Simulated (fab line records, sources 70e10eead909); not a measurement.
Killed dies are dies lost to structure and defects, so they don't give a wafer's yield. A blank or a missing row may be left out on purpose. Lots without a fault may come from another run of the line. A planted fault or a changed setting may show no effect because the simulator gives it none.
Chamber matching | flow nand_harc | NHARC_A_CHANNEL_FILL_D1_ETCHBACK_19 on rie_si-03: 4 sister chambers
The step etches the open film in HBr/Cl2, target depth 5 nm, time 1.7 s. 4 wafers are shown with their chamber, then 7 later ones without.

WAFERS WITH THEIR CHAMBER
wafer  | chamber | drypump_motor_current_A (A)
L629.5 | 3       | 5.7
L629.6 | 2       | 4.9
L630.2 | 1       | 6.1
L630.3 | 0       | 6.8

WAFERS WITHOUT THEIR CHAMBER
wafer  | drypump_motor_current_A (A)
L630.6 | 5.0
L631.1 | 6.8
L631.3 | 6.1
L631.6 | 4.9
L632.2 | 6.1
L632.5 | 4.9
L632.6 | 6.8

WHICH CHAMBER EACH WENT THROUGH
wafer  | from the rows above | in truth
L630.6 | 2                   | 2
L631.1 | 0                   | 0
L631.3 | 1                   | 1
L631.6 | 2                   | 2
L632.2 | 1                   | 1
L632.5 | 2                   | 2
L632.6 | 0                   | 0
Placed correctly: 7 of 7. Can't be placed from these rows: 0. Placed wrongly: 0.
How it was worked out, from the rows above alone: a wafer's distance from a chamber is the root of the sum, over the readings, of the square of ((its reading less the chamber's mean) divided by the reading's scatter). The wafer belongs to the nearest chamber; if the next one is less than 2 further off, it can't be placed. A chamber's mean is the mean of its shown wafers. The scatter: with one shown wafer a chamber, the root of the mean of the squares of how far each hidden wafer lies from its nearest shown one.
